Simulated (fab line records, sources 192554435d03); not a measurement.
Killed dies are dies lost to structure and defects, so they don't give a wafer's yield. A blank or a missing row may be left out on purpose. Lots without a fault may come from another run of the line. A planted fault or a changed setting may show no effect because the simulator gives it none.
A struck lot beside a sound one | flow n5_finfet | 17 steps out of a route of 1938
Sound: wafers L663.1, L663.2, L663.5. Struck: wafer L669.1. (L669.4, L669.6 of the same lot were not struck and are left out.) The cause comes at the end.
At each step with rows: each side's tool, then ch and its chambers, then its first start. Under that, the readings that differ: sound wafers | struck wafers | difference of the means | sigmas: that difference in standard deviations of wafers without a fault.
alike: readings whose means differ by less than 2 such deviations, and words and numbers that are the same on both sides. not compared: withheld readings, readings that some wafer has no value for, bounds like >300 that may hide the same value, and numbers for which the record gives no deviation and whose values overlap.
The two part at a step that has a row with sigmas, a row that says differs or no value, or rows on one side only. Numbers that don't overlap but have no deviation are shown without sigmas and don't part them. A reading that every wafer of one side lacks parts them only if that side has two wafers or more.

first, 4 steps without rows for these wafers: N5_HKMG_FIN_SOFTBAKE_07 (time 60 s); N5_HKMG_FIN_EXPOSE_09 (exposes mask NWFM); N5_HKMG_FIN_PEB_10 (peb time 60 s); N5_HKMG_FIN_DEVELOP_11 (develop time 30 s).
N5_HKMG_FIN_CD_MEAS_12: target cd 92.8 nm.
  sound on cd_sem-03 ch 0, day 4 04:03; struck on cd_sem-03 ch 0, day 5 22:47
  alike: cd_nm
N5_HKMG_FIN_OVL_MEAS_13:
  sound on overlay-02 ch 0, day 4 04:05; struck on overlay-01 ch 0, day 5 22:49
  alike: NWFM_OVL
N5_HKMG_FIN_INSPECT_14: inspects for defects (macro).
  sound on defect_inspect-01, day 4 04:06; struck on defect_inspect-02, day 5 22:50
  alike: raw_defect_count
N5_HKMG_FIN_DESCUM_17: chemistry O2, time 7.9 s.
  sound on rie_diel-01 ch 0,1,2, day 4 04:08; struck on rie_diel-01 ch 1, day 5 22:52
  reading                         | sound          | struck | difference | sigmas
  showerhead_plenum_p_Torr (Torr) | 2.10 2.20 2.01 | 2.20   | +0.10      | +2
  alike: drypump_motor_current_A, oes_product_au, rf_vpp_V, throttle_valve_pct
  not compared: rf_hours_counter_h
N5_HKMG_FIN_ETCH_31: etches SiARC in CF4, target depth 45.5 nm, time 75.8 s.
  sound on rie_diel-01 ch 0,1,2, day 4 04:10; struck on rie_diel-01 ch 1, day 5 22:54
  reading                         | sound          | struck | difference | sigmas
  showerhead_plenum_p_Torr (Torr) | 2.14 2.22 2.05 | 2.22   | +0.08      | +2
  alike: drypump_motor_current_A, etch_rf_on_time_s, mfc_ar_sccm, oes_product_au, rf_vpp_V, throttle_valve_pct
  not compared: rf_hours_counter_h
N5_HKMG_FIN_ETCH_32: etches SOC in N2/H2, target depth 240 nm, time 300 s.
  sound on rie_diel-01 ch 0,1,2, day 4 04:14; struck on rie_diel-01 ch 1, day 5 22:57
  reading                         | sound             | struck | difference | sigmas
  run_length_s (s)                | 323.1 323.9 323.2 | 324.1  | +0.7       | +2
  showerhead_plenum_p_Torr (Torr) | 2.54 2.70 2.41    | 2.70   | +0.15      | +2
  alike: drypump_motor_current_A, oes_product_au, rf_vpp_V, throttle_valve_pct
  not compared: rf_hours_counter_h
then, 1 step without rows for these wafers: N5_HKMG_FIN_STRIP_33 (strips in N2/H2).
N5_HKMG_FIN_STRIP_34: strips in CF4.
  sound on rie_diel-01 ch 0,1,2, day 4 04:25; struck on rie_diel-01 ch 1, day 5 23:09
  alike: drypump_motor_current_A, oes_product_au, rf_vpp_V, showerhead_plenum_p_Torr, throttle_valve_pct
  not compared: rf_hours_counter_h
N5_HKMG_FIN_ETCH_35: etches SOC in N2/H2, target depth 215.8 nm, time 243.4 s.
  sound on rie_diel-01 ch 0,1,2, day 4 04:26; struck on rie_diel-01 ch 1, day 5 23:10
  reading                                   | sound             | struck | difference | sigmas
  run_length_s (s)                          | 266.8 267.3 266.9 | 217.3  | -49.7      | -99 or more
  showerhead_plenum_p_Torr (Torr)           | 2.54 2.70 2.41    | 2.70   | +0.15      | +2
  model.SOC_of_HKMG_FIN_COAT_29.thk_nm (nm) | 87.2 87.6 84.4    | 131.8  | +45.4      |
  model.etch.depth_nm (nm)                  | 214.8 213.4 217   | 169.1  | -46.0      |
  model.HKMG_FIN.feature_depth_nm (nm)      | 214.8 213.4 217   | 169.2  | -45.9      |
  alike: drypump_motor_current_A, oes_product_au, rf_vpp_V, throttle_valve_pct
  not compared: rf_hours_counter_h
N5_HKMG_FIN_STRIP_92: strips SOC in N2/H2, time 20 s.
  sound on rie_diel-01 ch 0,1,2, day 4 04:35; struck on rie_diel-01 ch 1, day 5 23:19
  reading                                   | sound          | struck | difference | sigmas
  showerhead_plenum_p_Torr (Torr)           | 3.36 3.56 3.19 | 3.56   | +0.19      | +2
  model.SOC_of_HKMG_FIN_COAT_29.thk_nm (nm) | 77.2 77.6 74.2 | 121.6  | +45.3      |
  alike: drypump_motor_current_A, oes_product_au, rf_vpp_V, throttle_valve_pct
  not compared: rf_hours_counter_h
then, 1 step without rows for these wafers: N5_HKMG_FIN_WET_ETCH_18 (etches TiN in SC1, time 55 s, target depth 5.2 nm, rinse time 30 s).
-- the record jumps here: 6 days lie between the struck wafers' starts before and after (it left off in module HKMG_FIN and takes up again in module BEOL_M4, whose first step shown is number 1111 of the route) --
N5_BEOL_M4_RC_MEAS_101:
  sound on prober-01 ch 0, day 10 14:47; struck on prober-01 ch 0, day 12 01:31
  alike: DIBL_N, DIBL_P, IOFF_N, IOFF_P, ION_N, ION_P, SS_N, SS_P, VT_N, VT_P
then, 1 step without rows for these wafers: N5_PASSIVATION_PROBE_49.

WHERE THEY PART
First at N5_HKMG_FIN_DESCUM_17; last, within this record, at N5_HKMG_FIN_STRIP_92. Later steps at which nothing parts them and some readings are alike: N5_BEOL_M4_RC_MEAS_101.

WHY: what the simulator had put in
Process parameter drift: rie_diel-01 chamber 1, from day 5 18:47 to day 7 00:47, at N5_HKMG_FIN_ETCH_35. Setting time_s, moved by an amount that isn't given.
